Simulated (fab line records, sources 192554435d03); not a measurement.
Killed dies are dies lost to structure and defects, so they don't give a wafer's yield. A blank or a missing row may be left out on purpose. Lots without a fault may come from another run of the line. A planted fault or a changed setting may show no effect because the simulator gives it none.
fab line records | flow n5_finfet
record lots=24 wafers=72 last_day=18
route steps=1938 shown BEOL_M5@1151 BEOL_M6@1194
lots that met no fault: from a run of the same line without faults
start_h: hours from the record's first day to the start of the lot's first wafer shown | wait_h: hours since the lot's step before | " the same as in the row above | L1.1+2: a row that stands for several wafers | - no value, or no start given | * or withheld: withheld | < > ~ a bound
route shown NAME@n: a module of which the file shows steps, and the number in the route of the first | usual: mean/standard deviation of fault-free wafers | same: alike in all rows | chamber/n: place in a boat | sites: the reading at each site | _std_site: their standard deviation | _edge_site: outer sites' mean less inner sites' | radius_mm: how far each site lies from the wafer's centre | mask NAME#n: copy n | behind: the tool/chamber that last shaped the wafer | hold: why the lot was held/for how many hours/how that ended | device: the transistor (n, p or np) that didn't switch | end of line: the same wafers' tests at the end of the route | a step without rows: its recipe alone | killed: dies lost to structure and defects at the first sort, not the wafer's yield | map: a wafer's dies, x killed, . not, _ none there
set.NAME: the setting as run; set.NAME@STEP: as run at that earlier step | model.NAME: the simulator's own value behind a step, which no gauge read
steps of the route over a sample of lots; a table a step, a row a wafer
services: from which hour (start_h, from the record's first day; less than 0 if before it) a tool's chamber was out of use, for how many hours, and why
## steps
# step N5_BEOL_M5_DESCUM_33
# recipe chemistry=O2 time_s=7 source_power_w=50 bias_power_w=20 pressure_mtorr=20 rf_frequency_hz=2.712e+07 temp_c=40 resist=CAR-EUV o2_flow_sccm=225
# usual chamber_pressure_mTorr=20.001/0.017 drypump_motor_current_A=5.9/0.52 oes_product_au=0.76/0.096 rf_vpp_V=243.1/1.4 showerhead_plenum_p_Torr=2.09/0.072 temp_c=40.01/0.11 throttle_valve_pct=20.54/0.26
# columns lot.wafer tool chamber start_h wait_h chamber_pressure_mTorr drypump_motor_current_A oes_product_au rf_hours_counter_h rf_vpp_V showerhead_plenum_p_Torr temp_c throttle_valve_pct
L074.1 rie_diel-02 2 175.53 0.0 20.008 5.6 0.75 135 243.6 2.11 40.06 20.28
L074.4 " 1 " " 19.984 5.9 0.96 6 244.6 2.22 40.07 19.98
L074.5 " 1 " " 20.012 5.9 0.97 - 244.4 2.22 40.02 19.99
L076.1 rie_diel-05 3 191.85 0.0 20.002 5.6 0.72 202 241.7 2.07 40.06 20.94
L076.3 " 1 " " 20.003 6.7 0.70 210 243.4 2.07 39.97 20.66
L076.5 " 3 " " 19.990 5.6 0.72 - 241.9 2.07 40.09 20.96
L075.3 rie_diel-02 1 207.53 0.0 20.009 5.9 0.93 - 245.9 2.22 40.05 19.99
L075.5 " 3 " " 20.018 4.7 0.72 - 242.8 2.08 40.08 20.68
L075.6 " 1 " " 19.973 5.9 0.94 - 245.3 2.22 39.90 20.00
L078.1 rie_diel-05 1 213.92 0.0 19.971 6.7 0.69 217 243.8 2.07 40.12 20.67
L078.4 " 0 " " 19.980 5.4 0.69 - 243.4 2.06 40.19 20.58
L078.5 " 1 " " 19.996 6.7 0.70 - 244.4 2.07 40.00 20.67
L077.1 rie_diel-05 3 220.86 0.0 20.013 5.6 0.71 211 242.6 2.07 39.95 20.95
L077.5 " 1 " " 20.008 6.7 0.70 - 243.9 2.06 39.82 20.69
L077.6 " 3 " " 19.997 5.6 0.71 - 243.6 2.07 39.87 20.98
L083.1 rie_diel-04 3 236.78 0.0 19.996 5.6 0.98 3 244.1 2.23 40.00 20.45
L083.2 " 0 " " 19.998 6.1 0.71 198 241.8 2.08 40.00 20.61
L083.5 " 1 " " 19.981 6.6 0.75 - 242.4 2.00 40.01 20.62
L079.2 rie_diel-04 0 237.31 0.4 19.981 6.2 0.70 199 243.0 2.08 40.05 20.59
L079.4 " 1 " " 19.996 6.6 0.75 179 241.2 2.00 40.21 20.63
L079.6 " 2 " " 19.960 5.5 0.74 - 245.0 2.17 39.85 20.52
L081.1 rie_diel-02 0 239.28 0.1 19.994 6.0 0.70 231 243.3 2.06 40.05 20.85
L081.2 " 1 " " 20.018 5.9 0.91 27 245.8 2.22 39.89 20.03
L081.5 " 2 " " 20.009 5.6 0.74 - 243.9 2.10 40.06 20.29
L080.1 rie_diel-05 3 243.32 0.0 20.004 5.6 0.70 218 242.5 2.07 40.09 20.97
L080.2 " 0 " " 20.020 5.4 0.67 232 241.5 2.06 39.93 20.56
L080.5 " 0 " " 20.029 5.4 0.68 - 242.4 2.06 39.87 20.57
L082.2 rie_diel-04 1 252.49 0.0 20.006 6.7 0.75 185 241.2 2.00 40.04 20.62
L082.4 " 2 " " 19.994 5.5 0.73 191 244.7 2.17 40.09 20.54
L082.5 " 1 " " 20.003 6.6 0.74 - 242.2 2.00 40.09 20.63
L084.1 rie_diel-04 0 255.85 0.0 20.001 6.1 0.70 205 243.6 2.08 40.12 20.63
L084.4 " 2 " " 20.005 5.5 0.74 191 243.8 2.17 40.06 20.53
L084.5 " 3 " " 20.008 5.7 0.96 - 245.8 2.23 39.94 20.46
L087.3 rie_diel-04 1 258.80 0.0 20.021 6.6 0.74 187 241.0 2.00 40.18 20.63
L087.5 " 0 " " 19.998 6.1 0.70 - 242.7 2.08 39.68 20.63
L087.6 " 1 " " 20.010 6.6 0.73 - 241.4 2.00 40.24 20.63
L085.2 rie_diel-02 1 269.36 0.0 20.006 5.9 0.89 34 245.5 2.21 39.95 20.03
L085.5 " 2 " " 19.971 5.6 0.73 - 243.2 2.10 39.98 20.30
L085.6 " 1 " " 19.998 5.9 0.90 - 246.4 2.21 40.03 20.02
L086.1 rie_diel-04 1 274.80 0.0 19.999 6.6 0.74 191 240.7 2.00 40.06 20.66
L086.3 " 3 " " 19.998 5.7 0.94 14 245.2 2.23 39.94 20.47
L086.4 " 0 " " 20.014 6.1 0.70 210 242.0 2.07 40.00 20.63
L090.1 rie_diel-04 3 279.86 0.5 19.984 5.6 0.94 15 245.0 2.23 40.00 20.46
L090.4 " 2 " " 19.986 5.5 0.73 198 243.0 2.17 39.93 20.55
L090.5 " 2 " " 19.991 5.5 0.73 - 243.7 2.17 39.87 20.53
L088.1 rie_diel-02 1 284.12 0.1 20.014 5.9 0.88 39 245.1 2.21 40.14 20.05
L088.2 " 0 " " 20.005 6.1 0.69 244 241.4 2.06 40.09 20.88
L088.3 " 2 " " 20.016 5.7 0.73 166 244.5 2.10 39.90 20.30
L089.1 rie_diel-05 2 289.89 0.0 19.999 5.5 0.91 18 241.8 2.04 40.05 20.04
L089.4 " 0 " " 20.010 5.4 0.67 245 243.2 2.06 39.96 20.61
L089.6 " 0 " " 20.033 5.4 0.67 - 242.9 2.06 40.07 20.59
L091.1 rie_diel-04 2 304.07 0.1 20.002 5.5 0.74 206 243.2 2.17 39.95 20.56
L091.4 " 3 " " 20.038 5.7 0.93 24 243.7 2.22 39.90 20.48
L091.5 " 0 " " 19.992 6.1 0.70 - 244.2 2.07 40.18 20.64
L092.1 rie_diel-04 0 304.52 0.0 19.992 6.1 0.69 219 243.0 2.07 39.97 20.63
L092.4 " 3 " " 20.011 5.6 0.92 24 244.8 2.22 39.69 20.47
L092.5 " 2 " " 19.969 5.5 0.73 - 243.8 2.17 40.06 20.57
L093.1 rie_diel-05 0 307.62 0.3 20.019 5.4 0.66 250 240.7 2.05 40.05 20.59
L093.4 " 1 " " 20.008 6.8 0.68 - 243.4 2.06 40.11 20.71
L093.6 " 0 " " 19.982 5.4 0.66 - 243.5 2.05 39.98 20.61
L096.1 rie_diel-05 2 313.05 0.0 19.983 5.5 0.89 26 242.7 2.04 39.95 20.05
L096.3 " 1 " " 19.970 6.7 0.67 - 241.9 2.05 40.10 20.71
L096.5 " 2 " " 20.011 5.5 0.88 - 242.0 2.04 40.04 20.05
L094.1 rie_diel-05 1 313.64 0.2 19.978 6.7 0.67 248 243.4 2.05 39.86 20.72
L094.5 " 1 " " 19.975 6.7 0.67 - 241.7 2.05 40.00 20.71
L094.6 " 2 " " 20.004 5.5 0.89 - 243.5 2.04 39.93 20.04
L095.3 rie_diel-04 2 319.46 0.0 19.996 5.5 0.73 210 243.4 2.16 40.06 20.57
L095.5 " 3 " " 20.018 5.6 0.92 - 245.9 2.22 40.15 20.47
L095.6 " 0 " " 19.992 6.1 0.69 - 242.2 2.07 39.96 20.64
L097.2 rie_diel-05 3 338.40 0.3 19.993 5.6 0.68 239 244.7 2.06 39.79 20.99
L097.4 " 2 " " 19.984 5.5 0.86 - 241.8 2.04 40.02 20.07
L097.6 " 1 " " 20.000 6.7 0.67 - 241.7 2.05 39.97 20.73
# step N5_BEOL_M5_STRIP_91
# recipe chemistry=N2/H2 time_s=10 power_w=450 temp_c=40 pressure_mtorr=20 rf_frequency_hz=6e+07 bias_power_w=7 n2_flow_sccm=200 h2_flow_sccm=200
# usual chamber_pressure_mTorr=19.998/0.019 drypump_motor_current_A=5.9/0.53 oes_product_au=0.76/0.096 rf_vpp_V=59.2/0.95 showerhead_plenum_p_Torr=2.54/0.088 temp_c=39.97/0.11 throttle_valve_pct=23.72/0.25
# columns lot.wafer tool chamber start_h wait_h chamber_pressure_mTorr drypump_motor_current_A oes_product_au rf_hours_counter_h rf_vpp_V showerhead_plenum_p_Torr temp_c throttle_valve_pct
L074.1 rie_diel-02 2 - - 19.991 5.6 0.75 136 58.5 2.55 39.98 23.38
L074.4 " 1 " " 19.997 5.9 0.96 6 58.9 2.72 39.87 23.30
L074.5 " 1 " " 19.988 5.9 0.98 - 60.6 2.72 39.88 23.32
L076.1 rie_diel-05 3 - - 19.984 5.6 0.71 202 57.7 2.51 39.88 24.04
L076.3 " 1 " " 19.991 6.7 0.70 210 58.3 2.51 40.09 23.83
L076.5 " 3 " " 20.024 5.6 0.72 - 57.4 2.51 40.04 24.01
L075.3 rie_diel-02 1 - - 19.983 5.9 0.93 - 61.4 2.72 39.94 23.30
L075.5 " 3 " " 19.984 4.8 0.73 - 59.8 2.52 39.94 23.90
L075.6 " 1 " " 19.993 5.9 0.93 - 61.1 2.72 40.04 23.33
L078.1 rie_diel-05 1 - - 20.016 6.7 0.69 217 58.3 2.51 40.03 23.82
L078.4 " 0 " " 20.003 5.4 0.68 - 57.9 2.51 40.00 23.71
L078.5 " 1 " " 20.016 6.7 0.70 - 60.1 2.51 39.72 23.84
L077.1 rie_diel-05 3 - - 19.996 5.6 0.70 211 60.4 2.51 40.02 24.06
L077.5 " 1 " " 20.034 6.7 0.69 - 59.7 2.51 39.81 23.83
L077.6 " 3 " " 20.021 5.6 0.70 - 59.8 2.51 39.84 24.05
L083.1 rie_diel-04 3 - - 19.996 5.7 1.00 3 60.2 2.70 39.97 23.54
L083.2 " 0 " " 19.976 6.1 0.71 198 59.5 2.51 39.90 23.51
L083.5 " 1 " " 19.998 6.6 0.76 - 59.3 2.43 39.97 24.01
L079.2 rie_diel-04 0 - - 20.001 6.1 0.71 199 57.9 2.51 39.86 23.50
L079.4 " 1 " " 19.980 6.6 0.75 179 59.3 2.43 40.10 24.03
L079.6 " 2 " " 20.009 5.5 0.75 - 59.1 2.63 39.99 23.61
L081.1 rie_diel-02 0 - - 19.995 6.0 0.70 232 58.6 2.51 39.74 24.20
L081.2 " 1 " " 20.004 5.9 0.90 27 59.7 2.71 40.07 23.33
L081.5 " 2 " " 20.007 5.6 0.73 - 57.9 2.55 40.05 23.38
L080.1 rie_diel-05 3 - - 20.007 5.6 0.71 218 59.0 2.51 40.11 24.04
L080.2 " 0 " " 19.962 5.4 0.69 232 58.8 2.51 40.15 23.74
L080.5 " 0 " " 20.010 5.4 0.68 - 58.6 2.51 40.06 23.72
L082.2 rie_diel-04 1 - - 20.020 6.6 0.75 185 57.4 2.42 39.97 24.02
L082.4 " 2 " " 19.995 5.5 0.74 191 59.8 2.63 40.00 23.62
L082.5 " 1 " " 20.005 6.6 0.73 - 59.3 2.42 40.07 24.02
L084.1 rie_diel-04 0 - - 19.995 6.1 0.70 205 59.4 2.51 39.83 23.52
L084.4 " 2 " " 19.965 5.5 0.75 192 58.9 2.63 39.90 23.61
L084.5 " 3 " " 19.992 5.7 0.95 - 59.8 2.70 40.00 23.55
L087.3 rie_diel-04 1 - - 20.001 6.6 0.75 187 58.8 2.42 40.00 24.02
L087.5 " 0 " " 19.999 6.1 0.70 - 58.5 2.51 40.02 23.51
L087.6 " 1 " " 20.017 6.6 0.75 - 60.7 2.42 39.95 24.03
L085.2 rie_diel-02 1 - - 20.021 5.9 0.90 35 59.4 2.71 39.98 23.34
L085.5 " 2 " " 20.011 5.6 0.73 - 57.4 2.54 39.91 23.41
L085.6 " 1 " " 20.025 5.9 0.89 - 60.1 2.71 40.09 23.34
L086.1 rie_diel-04 1 - - 20.003 6.6 0.74 191 58.0 2.42 39.98 24.03
L086.3 " 3 " " 19.986 5.7 0.95 14 59.8 2.70 39.88 23.53
L086.4 " 0 " " 20.039 6.1 0.70 210 57.4 2.51 39.99 23.53
L090.1 rie_diel-04 3 - - 19.976 5.6 0.94 15 60.4 2.70 39.93 23.56
L090.4 " 2 " " 19.988 5.5 0.74 198 59.0 2.62 39.87 23.61
L090.5 " 2 " " 20.006 5.5 0.73 - 59.9 2.62 40.03 23.62
L088.1 rie_diel-02 1 - - 19.951 5.9 0.89 39 60.2 2.71 39.81 23.36
L088.2 " 0 " " 20.011 6.0 0.68 244 59.9 2.50 39.94 24.22
L088.3 " 2 " " 20.024 5.6 0.73 166 59.3 2.54 40.04 23.41
L089.1 rie_diel-05 2 - - 19.981 5.5 0.90 18 61.0 2.49 39.92 23.49
L089.4 " 0 " " 20.043 5.4 0.67 245 59.3 2.50 39.77 23.74
L089.6 " 0 " " 20.026 5.4 0.67 - 60.0 2.50 39.85 23.75
L091.1 rie_diel-04 2 - - 19.989 5.5 0.72 206 59.2 2.62 39.77 23.64
L091.4 " 3 " " 19.970 5.7 0.93 24 59.4 2.70 40.05 23.58
L091.5 " 0 " " 19.983 6.1 0.69 - 59.4 2.50 39.93 23.54
L092.1 rie_diel-04 0 - - 20.013 6.1 0.70 220 59.4 2.50 39.91 23.54
L092.4 " 3 " " 20.013 5.6 0.93 24 59.5 2.70 39.81 23.54
L092.5 " 2 " " 19.990 5.5 0.73 - 59.3 2.62 39.95 23.61
L093.1 rie_diel-05 0 - - 20.003 5.4 0.66 251 59.2 2.50 40.08 23.75
L093.4 " 1 " " 19.986 6.7 0.67 - 58.3 2.50 40.11 23.87
L093.6 " 0 " " 20.009 5.4 0.66 - 60.3 2.50 40.19 23.75
L096.1 rie_diel-05 2 - - 19.996 5.5 0.87 26 59.7 2.49 40.05 23.50
L096.3 " 1 " " 19.988 6.7 0.67 - 59.3 2.50 39.96 23.87
L096.5 " 2 " " 19.979 5.5 0.88 - 59.5 2.49 40.10 23.50
L094.1 rie_diel-05 1 - - 19.973 6.7 0.67 248 58.7 2.50 40.11 23.87
L094.5 " 1 " " 19.995 6.7 0.67 - 58.9 2.49 40.08 23.86
L094.6 " 2 " " 20.003 5.5 0.89 - 60.1 2.49 39.99 23.50
L095.3 rie_diel-04 2 - - 20.010 5.5 0.72 210 59.8 2.62 40.17 23.64
L095.5 " 3 " " 19.979 5.7 0.92 - 58.6 2.69 40.01 23.56
L095.6 " 0 " " 19.996 6.1 0.69 - 59.0 2.50 39.83 23.55
L097.2 rie_diel-05 3 - - 19.980 5.6 0.69 239 57.8 2.50 39.98 24.08
L097.4 " 2 " " 20.002 5.5 0.86 - 58.5 2.48 40.09 23.52
L097.6 " 1 " " 19.977 6.7 0.67 - 59.7 2.49 40.01 23.88
# step N5_BEOL_M5_ALD_86
# recipe material=TaN target_thk_a=* temp_c=275 ald_precursor_family=PDMAT ald_co_reactant=NH3 pressure_torr=3 carrier_flow_sccm=1500 pulse_time_s=2 purge_time_s=3 co_reactant_purge_time_s=2 co_reactant_pulse_time_s=3 ald_cycles=30 precursor_vessel_temp_c=75 precursor_vessel_pressure_torr=26.25 precursor_vessel_carrier_sccm=1000
# usual heater_power_w=419/34 mfc_carrier_sccm=1500/4.4 precursor_vessel_carrier_sccm=1000/3.3
# columns lot.wafer tool chamber start_h wait_h heater_power_w mfc_carrier_sccm precursor_vessel_carrier_sccm
L074.1 ald_metal-03 2 176.70 0.0 482 1511 1000
L074.4 " 1 " " 406 1500 1000
L074.5 " 3 " " 412 1501 994
L076.1 ald_metal-02 0 192.89 0.0 347 1498 1006
L076.3 " 1 " " 397 1501 999
L076.5 " 0 " " 342 1499 1001
L075.3 ald_metal-03 1 208.86 0.1 415 1496 993
L075.5 " 1 " " 413 1499 993
L075.6 " 2 " " 465 1500 999
L078.1 ald_metal-03 2 215.12 0.2 462 1504 997
L078.4 " 1 " " 417 1497 1003
L078.5 " 0 " " 438 1501 996
L077.1 ald_metal-03 2 222.50 0.0 466 1502 996
L077.5 " 0 " " 438 1495 1001
L077.6 " 3 " " 395 1502 1000
L083.1 ald_metal-02 3 238.45 0.1 434 1495 1003
L083.2 " 0 " " 347 1502 996
L083.5 " 3 " " 425 1502 1003
L079.2 ald_metal-03 2 239.00 0.0 479 1497 1005
L079.4 " 1 " " 413 1498 999
L079.6 " 2 " " 458 1499 999
L081.1 ald_metal-02 1 243.96 0.2 386 1502 998
L081.2 " 2 " " 417 1505 997
L081.5 " 1 " " 384 1503 999
L080.1 ald_metal-01 1 244.82 0.1 448 1500 999
L080.2 " 3 " " 403 1503 1006
L080.5 " 3 " " 397 1503 1004
L082.2 ald_metal-03 3 253.82 0.0 391 1503 999
L082.4 " 0 " " 437 1504 1000
L082.5 " 0 " " 440 1507 1004
L084.1 ald_metal-03 0 257.22 0.0 446 1496 996
L084.4 " 3 " " 400 1503 1002
L084.5 " 1 " " 409 1489 1005
L087.3 ald_metal-01 0 260.22 0.2 462 1502 998
L087.5 " 2 " " 418 1509 1005
L087.6 " 1 " " 447 1500 1004
L085.2 ald_metal-01 2 270.49 0.1 410 1500 999
L085.5 " 0 " " 460 1504 1001
L085.6 " 1 " " 446 1497 997
L086.1 ald_metal-01 1 275.88 0.0 468 1509 1003
L086.3 " 0 " " 458 1505 995
L086.4 " 2 " " 405 1514 997
L090.1 ald_metal-03 3 281.24 0.0 402 1500 1003
L090.4 " 0 " " 438 1495 997
L090.5 " 2 " " 472 1498 1000
L088.1 ald_metal-03 0 285.37 0.0 440 1505 1000
L088.2 " 3 " " 395 1490 1003
L088.3 " 2 " " 470 1502 1001
L089.1 ald_metal-01 0 291.03 0.1 464 1496 1006
L089.4 " 3 " " 405 1504 999
L089.6 " 2 " " 397 1500 997
L091.1 ald_metal-03 0 305.36 0.1 442 1501 996
L091.4 " 2 " " 477 1497 997
L091.5 " 1 " " 403 1495 999
L092.1 ald_metal-02 3 305.84 0.0 425 1499 999
L092.4 " 0 " " 335 1495 1001
L092.5 " 0 " " 344 1501 1000
L093.1 ald_metal-02 1 310.61 0.0 397 1491 996
L093.4 " 3 " " 418 1495 1000
L093.6 " 3 " " 428 1498 1002
L096.1 ald_metal-03 2 314.45 0.1 474 1502 998
L096.3 " 3 " " 409 1496 999
L096.5 " 2 " " 461 1496 1001
L094.1 ald_metal-01 0 315.14 0.3 468 1491 1004
L094.5 " 0 " " 465 1495 1003
L094.6 " 2 " " 404 1501 999
L095.3 ald_metal-02 0 320.71 0.1 344 1504 1000
L095.5 " 1 " " 399 1497 1000
L095.6 " 0 " " 343 1504 1001
L097.2 ald_metal-03 1 339.58 0.0 409 1507 996
L097.4 " 3 " " 404 1499 998
L097.6 " 3 " " 405 1506 994
# step N5_BEOL_M5_CO_CAP_78
# recipe material=Co target_thk_a=20 temp_c=200 precursor=CCTBA/H2 pressure_torr=30 time_s=102.1
# usual heater_power_w=240/30
# columns lot.wafer tool chamber start_h wait_h heater_power_w
L074.1 cvd_co-02 1 183.25 0.0 222
L074.4 " 0 " " 204
L074.5 " 1 " " 226
L076.1 cvd_co-01 1 198.62 0.0 285
L076.3 " 2 " " 205
L076.5 " 2 " " 208
L075.3 cvd_co-01 1 214.88 0.0 291
L075.5 " 2 " " 209
L075.6 " 0 " " 248
L078.1 cvd_co-02 1 220.88 0.0 225
L078.4 " 1 " " 229
L078.5 " 0 " " 211
L077.1 cvd_co-01 2 228.38 0.0 202
L077.5 " 2 " " 204
L077.6 " 0 " " 252
L083.1 cvd_co-01 1 244.33 0.0 299
L083.2 " 2 " " 208
L083.5 " 2 " " 215
L079.2 cvd_co-01 1 245.83 0.0 303
L079.4 " 2 " " 207
L079.6 " 1 " " 303
L081.1 cvd_co-01 2 249.75 0.0 213
L081.2 " 1 " " 301
L081.5 " 2 " " 204
L080.1 cvd_co-02 2 251.58 0.0 241
L080.2 " 1 " " 225
L080.5 " 2 " " 239
L082.2 cvd_co-01 2 259.61 0.0 207
L082.4 " 1 " " 295
L082.5 " 2 " " 206
L084.1 cvd_co-01 1 263.20 0.0 289
L084.4 " 2 " " 209
L084.5 " 1 " " 310
L087.3 cvd_co-02 0 266.10 0.0 207
L087.5 " 2 " " 240
L087.6 " 1 " " 226
L085.2 cvd_co-02 1 276.81 0.0 229
L085.5 " 1 " " 224
L085.6 " 2 " " 248
L086.1 cvd_co-01 1 282.21 0.0 298
L086.3 " 2 " " 212
L086.4 " 2 " " 209
L090.1 cvd_co-01 1 286.96 0.0 291
L090.4 " 1 " " 293
L090.5 " 2 " " 209
L088.1 cvd_co-02 2 291.95 0.0 242
L088.2 " 0 " " 209
L088.3 " 1 " " 225
L089.1 cvd_co-02 1 296.95 0.0 221
L089.4 " 0 " " 210
L089.6 " 1 " " 227
L091.1 cvd_co-02 2 311.18 0.0 243
L091.4 " 2 " " 241
L091.5 " 0 " " 214
L092.1 cvd_co-01 2 312.95 0.0 214
L092.4 " 2 " " 208
L092.5 " 0 " " 253
L093.1 cvd_co-01 0 316.79 0.0 256
L093.4 " 2 " " 208
L093.6 " 1 " " 293
L096.1 cvd_co-02 2 320.85 0.0 243
L096.3 " 1 " " 225
L096.5 " 1 " " 231
L094.1 cvd_co-02 2 323.12 0.0 245
L094.5 " 1 " " 231
L094.6 " 2 " " 244
L095.3 cvd_co-02 0 326.53 0.0 205
L095.5 " 1 " " 229
L095.6 " 2 " " 245
L097.2 cvd_co-02 0 345.62 0.0 211
L097.4 " 1 " " 224
L097.6 " 0 " " 210
# step N5_BEOL_M5_RS_MEAS_57
# recipe thk_meas_gauge=four-point-probe reads=Co_of_BEOL_M5_CO_CAP_78+Cu_of_BEOL_M5_ECD_50+Co_of_BEOL_M5_CVD_47+TaN_of_BEOL_M5_ALD_86
# usual M5_RS=0.387/0.01
# columns lot.wafer tool chamber start_h wait_h M5_RS[ohm/sq]
L074.1 film_metro-01 - 183.43 0.0 0.389
L074.4 " - " " 0.380
L074.5 " - " " 0.378
L076.1 film_metro-02 - 198.83 0.1 0.395
L076.3 " - " " 0.379
L076.5 " - " " 0.404
L075.3 film_metro-01 - 215.07 0.1 0.376
L075.5 " - " " 0.389
L075.6 " - " " 0.387
L078.1 film_metro-02 - 221.06 0.0 0.377
L078.4 " - " " 0.381
L078.5 " - " " 0.376
L077.1 film_metro-02 - 228.56 0.0 0.425
L077.5 " - " " 0.397
L077.6 " - " " 0.408
L083.1 film_metro-02 - 244.51 0.0 0.389
L083.2 " - " " 0.412
L083.5 " - " " 0.398
L079.2 film_metro-01 - 246.01 0.1 0.375
L079.4 " - " " 0.385
L079.6 " - " " 0.383
L081.1 film_metro-01 - 249.94 0.0 0.378
L081.2 " - " " 0.379
L081.5 " - " " 0.387
L080.1 film_metro-01 - 251.77 0.0 0.411
L080.2 " - " " 0.389
L080.5 " - " " 0.378
L082.2 film_metro-02 - 259.80 0.1 0.385
L082.4 " - " " 0.385
L082.5 " - " " 0.398
L084.1 film_metro-02 - 263.38 0.0 0.389
L084.4 " - " " 0.394
L084.5 " - " " 0.377
L087.3 film_metro-02 - 266.28 0.1 0.389
L087.5 " - " " 0.387
L087.6 " - " " 0.395
L085.2 film_metro-01 - 276.99 0.1 0.392
L085.5 " - " " 0.391
L085.6 " - " " 0.399
L086.1 film_metro-02 - 282.42 0.1 0.389
L086.3 " - " " 0.379
L086.4 " - " " 0.394
L090.1 film_metro-01 - 287.14 0.0 0.376
L090.4 " - " " 0.388
L090.5 " - " " 0.389
L088.1 film_metro-02 - 292.16 0.1 0.393
L088.2 " - " " 0.392
L088.3 " - " " 0.384
L089.1 film_metro-01 - 297.13 0.0 0.377
L089.4 " - " " 0.388
L089.6 " - " " 0.381
L091.1 film_metro-01 - 311.38 0.0 0.378
L091.4 " - " " 0.369
L091.5 " - " " 0.378
L092.1 film_metro-01 - 313.13 0.0 0.377
L092.4 " - " " 0.378
L092.5 " - " " 0.391
L093.1 film_metro-01 - 316.97 0.0 0.387
L093.4 " - " " 0.387
L093.6 " - " " 0.395
L096.1 film_metro-01 - 321.07 0.0 0.383
L096.3 " - " " 0.383
L096.5 " - " " 0.375
L094.1 film_metro-01 - 323.34 0.0 0.398
L094.5 " - " " 0.388
L094.6 " - " " 0.380
L095.3 film_metro-01 - 326.72 0.1 0.387
L095.5 " - " " 0.361
L095.6 " - " " 0.384
L097.2 film_metro-02 - 345.81 0.1 0.388
L097.4 " - " " 0.370
L097.6 " - " " 0.381
# step N5_BEOL_M6_ILD_DEP_00
# recipe material=SiCOH_lowk target_thk_a=1797.5 temp_c=300 precursor=DEMS/porogen pressure_torr=5 rf_w=500 time_s=33.4
# usual heater_power_w=278/42 showerhead_plenum_p_Torr=5.737/0.021 throttle_valve_pct=14.0/0.99
# columns lot.wafer tool chamber start_h wait_h heater_power_w showerhead_plenum_p_Torr throttle_valve_pct
L074.1 pecvd-04 2 183.49 0.0 218 5.727 16.3
L074.4 " 1 " " 230 5.742 13.9
L074.5 " 2 " " 163 5.735 16.6
L076.1 pecvd-03 1 198.89 0.0 242 5.729 14.0
L076.3 " 0 " " 258 5.759 15.4
L076.5 " 0 " " 276 5.762 15.5
L075.3 pecvd-04 1 215.15 0.1 245 5.750 13.8
L075.5 " 1 " " 249 5.731 13.8
L075.6 " 0 " " 228 5.697 14.4
L078.1 pecvd-04 1 221.12 0.0 254 5.745 13.9
L078.4 " 0 " " 206 5.683 14.3
L078.5 " 1 " " 196 5.744 13.5
L077.1 pecvd-03 1 228.62 0.0 273 5.737 13.8
L077.5 " 0 " " 285 5.756 15.2
L077.6 " 2 " " 283 5.744 12.8
L083.1 pecvd-03 0 244.57 0.0 327 5.761 15.3
L083.2 " 2 " " 288 5.748 12.7
L083.5 " 0 " " 331 5.756 15.4
L079.2 pecvd-04 0 246.07 0.0 247 5.687 14.4
L079.4 " 2 " " 231 5.728 12.2
L079.6 " 1 " " 234 5.731 14.2
L081.1 pecvd-01 2 250.00 0.0 365 5.755 12.8
L081.2 " 1 " " 312 5.738 14.5
L081.5 " 2 " " 365 5.743 12.9
L080.1 pecvd-03 1 251.83 0.0 306 5.727 13.9
L080.2 " 2 " " 281 5.741 12.5
L080.5 " 0 " " 302 5.748 15.4
L082.2 pecvd-04 1 259.86 0.0 210 5.748 14.1
L082.4 " 0 " " 263 5.691 14.3
L082.5 " 2 " " 188 5.744 12.4
L084.1 pecvd-04 1 263.44 0.0 238 5.739 13.9
L084.4 " 1 " " 259 5.745 14.1
L084.5 " 2 " " 178 5.732 12.4
L087.3 pecvd-03 2 266.34 0.0 269 5.741 12.6
L087.5 " 0 " " 312 5.753 15.5
L087.6 " 1 " " 242 5.761 13.9
L085.2 pecvd-01 1 277.05 0.0 290 5.724 14.5
L085.5 " 1 " " 308 5.732 14.7
L085.6 " 0 " " 321 5.748 14.3
L086.1 pecvd-01 1 282.48 0.0 318 5.743 14.4
L086.3 " 2 " " 343 5.738 12.7
L086.4 " 1 " " 329 5.747 14.6
L090.1 pecvd-03 1 287.21 0.0 287 5.740 13.7
L090.4 " 2 " " 274 5.739 12.6
L090.5 " 1 " " 298 5.735 14.2
L088.1 pecvd-03 0 292.24 0.1 315 5.756 15.4
L088.2 " 1 " " 246 5.736 13.7
L088.3 " 2 " " 249 5.746 12.6
L089.1 pecvd-01 0 297.19 0.0 351 5.760 14.0
L089.4 " 1 " " 296 5.710 14.4
L089.6 " 0 " " 360 5.748 14.2
L091.1 pecvd-03 0 311.44 0.0 309 5.759 15.4
L091.4 " 0 " " 313 5.748 15.7
L091.5 " 0 " " 322 5.751 15.2
L092.1 pecvd-03 0 313.20 0.0 320 5.757 15.3
L092.4 " 1 " " 287 5.748 13.7
L092.5 " 0 " " 325 5.752 15.4
L093.1 pecvd-04 1 317.03 0.0 238 5.737 13.9
L093.4 " 2 " " 181 5.723 12.5
L093.6 " 0 " " 238 5.689 14.5
L096.1 pecvd-03 1 321.14 0.0 305 5.739 13.8
L096.3 " 2 " " 277 5.740 12.7
L096.5 " 0 " " 271 5.753 15.2
L094.1 pecvd-03 0 323.40 0.0 325 5.756 15.5
L094.5 " 0 " " 327 5.753 15.2
L094.6 " 1 " " 268 5.743 13.9
L095.3 pecvd-03 1 326.78 0.0 313 5.746 14.0
L095.5 " 2 " " 299 5.735 12.5
L095.6 " 1 " " 234 5.740 13.9
L097.2 pecvd-01 0 345.87 0.0 365 5.771 14.2
L097.4 " 2 " " 312 5.752 12.9
L097.6 " 1 " " 353 5.746 14.6
## services
# columns tool chamber start_h hours kind
pecvd-03 - 165.20 5.5 pm
cvd_co-01 - 183.83 6.0 pm
cvd_co-02 - 187.73 2.7 repair
pecvd-03 2 188.00 18.4 repair
cvd_co-02 - 194.94 4.3 pm
rie_diel-02 0 202.66 7.8 repair
pecvd-03 - 205.57 2.8 pm
rie_diel-02 2 206.69 6.6 repair
pecvd-04 - 229.84 4.3 pm
ald_metal-03 - 230.14 8.7 pm
cvd_co-01 2 234.87 6.3 repair
pecvd-04 - 236.77 3.5 repair
pecvd-04 - 257.15 0.9 repair
rie_diel-02 3 267.45 4.0 repair
rie_diel-02 - 275.75 2.8 pm
pecvd-04 - 292.11 1.9 repair
cvd_co-02 - 306.65 3.3 repair
pecvd-03 2 307.31 8.5 repair
cvd_co-02 0 318.60 4.8 repair
pecvd-03 - 318.67 1.6 repair
ald_metal-03 2 325.33 21.9 repair
ald_metal-03 0 333.38 20.3 repair
pecvd-03 - 339.69 1.8 repair
ald_metal-03 3 344.35 6.9 repair
## key
fault none
